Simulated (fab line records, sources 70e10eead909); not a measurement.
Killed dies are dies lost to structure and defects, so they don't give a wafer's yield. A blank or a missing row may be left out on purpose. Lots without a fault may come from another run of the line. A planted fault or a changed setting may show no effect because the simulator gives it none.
Problem report in the 8D (eight disciplines) form, filled by code | flow nand_harc | the parts of the form that need people (team, actions taken, sign-off) are left out

1. THE PROBLEM
thk_nm at NHARC_A_ONON_D1_THK_MEAS_27 reads a mean of 668 nm on 3 wafers of 3 lots; wafers without a fault read 1002 nm with a standard deviation of 13. That is -26 standard deviations from the usual mean.
The step: measures by ellipsometry.
First seen on wafer L908.5, day 12 03:54, on film_metro-02. The record holds 37 wafers of 13 lots with a number at this step. Rule for "out", or "out of limits": more than 4 standard deviations from the usual mean. The other wafers with a number count as sound.

2. WHAT IT IS AND WHAT IT IS NOT
question                    | is                           | is not
which readings at this step | thk_nm                       | -
which lots                  | L908, L910, L912             | L899, L903, L904, L913, L914, L916, L917, L919, L921, L922
which wafers of those lots  | L908.5, L910.6, L912.6       | L908.3, L910.3, L912.1, L912.4
read on which gauges        | film_metro-01, film_metro-02 | -
when                        | from day 12 03:54            | up to then (10 sound wafers); but 24 sound wafers of L910, L912, L913, L914, L916, L917, L919, L921, L922 came after

3. SUSPECTS, AND WHAT RULES EACH OUT
Counting: a tool at a process step up to the reading stays a suspect if it ran every lot that is out. Sound lots after the first of them don't rule it out here, since some wafers of a struck lot are sound.
- the gauge at NHARC_A_ONON_D1_THK_MEAS_27: ruled out. The wafers that are out were read on 2 gauges (film_metro-01, film_metro-02).
- pecvd_onon-01 at NHARC_A_ONON_D1_DEP_25 (target thk 1000 nm): kept. It ran every lot that is out, first L908 (day 12 03:30); its last sound lot up to then is L904 (day 10 05:51).
Left after counting: pecvd_onon-01 at NHARC_A_ONON_D1_DEP_25.

4. THE CAUSE (what the simulator had put in)
Process parameter drift: pecvd_onon-01, from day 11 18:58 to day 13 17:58, at NHARC_A_ONON_D1_DEP_25. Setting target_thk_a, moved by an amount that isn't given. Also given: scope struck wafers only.
Counting left only this tool.

5. THE CHAIN OF EFFECTS, in route order
Each row: a reading whose mean over the struck wafers that have a number lies more than 3 standard deviations from the usual. Only readings for which the record gives a usual standard deviation are gone through. hours: the time from each lot's start at the first step in this table that gives one to its start at this step, as a median over the lots. sigmas: the change in usual standard deviations.
hours | step                        | reading         | usual   | on struck wafers | change | sigmas
0     | NHARC_A_ONON_D1_THK_MEAS_27 | thk_nm          | 1002 nm | 668              | -334   | -26
385   | NHARC_END_SORT_01           | killed_at_array | 54      | 672              | +618   | +52
385   | NHARC_END_SORT_01           | killed_dies     | 59      | 677              | +618   | +48
Later measuring or inspecting steps at which every struck wafer that the step has a row for has a number for every such reading, and none has moved that far: NHARC_A_ONON_D1_INSPECT_32.

6. WHAT WOULD HAVE CAUGHT IT SOONER
In this record the first reading out of limits at a measuring or inspecting step was taken at day 12 03:54, 9 hours after the fault began at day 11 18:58.
Of the tool readings at NHARC_A_ONON_D1_DEP_25 for which the record gives a usual standard deviation, none was out on any struck wafer, so an alarm limit of 4 standard deviations on them would not have fired.
Of the lots that are out (3), L910, L912 began NHARC_A_ONON_D1_DEP_25 on pecvd_onon-01 after day 12 03:54. A hold on the tool at that time would have spared those 2.
